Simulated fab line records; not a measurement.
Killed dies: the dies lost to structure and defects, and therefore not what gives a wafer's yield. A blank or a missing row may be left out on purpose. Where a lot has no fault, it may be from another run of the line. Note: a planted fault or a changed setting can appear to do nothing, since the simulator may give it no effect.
Matching of chambers + flow n5-finfet + uv-cure-01 running N5_BEOL_M5_CURE_80: 3 sister chambers
The step cures SiCOH lowk, time 120 s. 6 wafers are shown with their chamber, then 12 later ones without.

## EACH WAFER AND ITS CHAMBER
| wafer  | chamber | wafer_temp_C_max | lamp-power-pct (%) |
|--------|---------|------------------|--------------------|
| L079.3 | 2       | 372.0            | 52.39              |
| L079.4 | 2       | 372.7            | 52.40              |
| L092.4 | 1       | 371.6            | 52.35              |
| L092.6 | 1       | 371.2            | 52.30              |
| L094.5 | 0       | 371.7            | 52.24              |
| L094.6 | 0       | 371.1            | 52.26              |

## WAFERS WITH NO CHAMBER GIVEN
| wafer  | wafer_temp_C_max | lamp-power-pct (%) |
|--------|------------------|--------------------|
| L094.2 | 371.4            | 52.24              |
| L094.3 | 371.4            | 52.22              |
| L094.4 | 371.8            | 52.42              |
| L096.1 | 371.1            | 52.28              |
| L096.5 | 372.3            | 52.33              |
| L096.6 | 371.7            | 52.39              |
| L096.2 | 371.8            | 52.29              |
| L096.3 | 371.8            | 52.26              |
| L096.4 | 372.0            | 52.35              |
| L097.1 | 371.0            | 52.33              |
| L097.2 | 371.1            | 52.27              |
| L097.3 | 372.0            | 52.29              |

## CHAMBER TAKEN BY EACH
| wafer  | from the rows above          | in truth                   |
|--------|------------------------------|----------------------------|
| L094.2 | 0                            | 0                          |
| L094.3 | 0                            | 0                          |
| L094.4 | 2                            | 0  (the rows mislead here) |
| L096.1 | can't be placed: 0 or 1      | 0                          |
| L096.5 | can't be placed: 1 or 2 or 0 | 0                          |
| L096.6 | can't be placed: 2 or 1      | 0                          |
| L096.2 | can't be placed: 1 or 0      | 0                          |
| L096.3 | can't be placed: 0 or 1      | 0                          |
| L096.4 | can't be placed: 1 or 2      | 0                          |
| L097.1 | 1                            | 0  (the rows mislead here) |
| L097.2 | can't be placed: 0 or 1      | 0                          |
| L097.3 | can't be placed: 1 or 0      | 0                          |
Correct placement for 2 of the 12. Can't be placed from these rows: 8 (the true chamber is among the candidates in 6). Placed wrongly: 2.
How it was worked out, from the rows above alone: a wafer's distance from a chamber is the root of the sum, over the readings, of the square of ((its reading less the chamber's mean) divided by the reading's scatter). The wafer belongs to the nearest chamber; if the next one is less than 2 further off, it can't be placed. The mean given for a chamber averages the wafers shown for that chamber. The scatter is the square root of a quotient: the sum, over the shown wafers, of each reading's squared deviation from its chamber's mean, divided by wafers minus chambers.
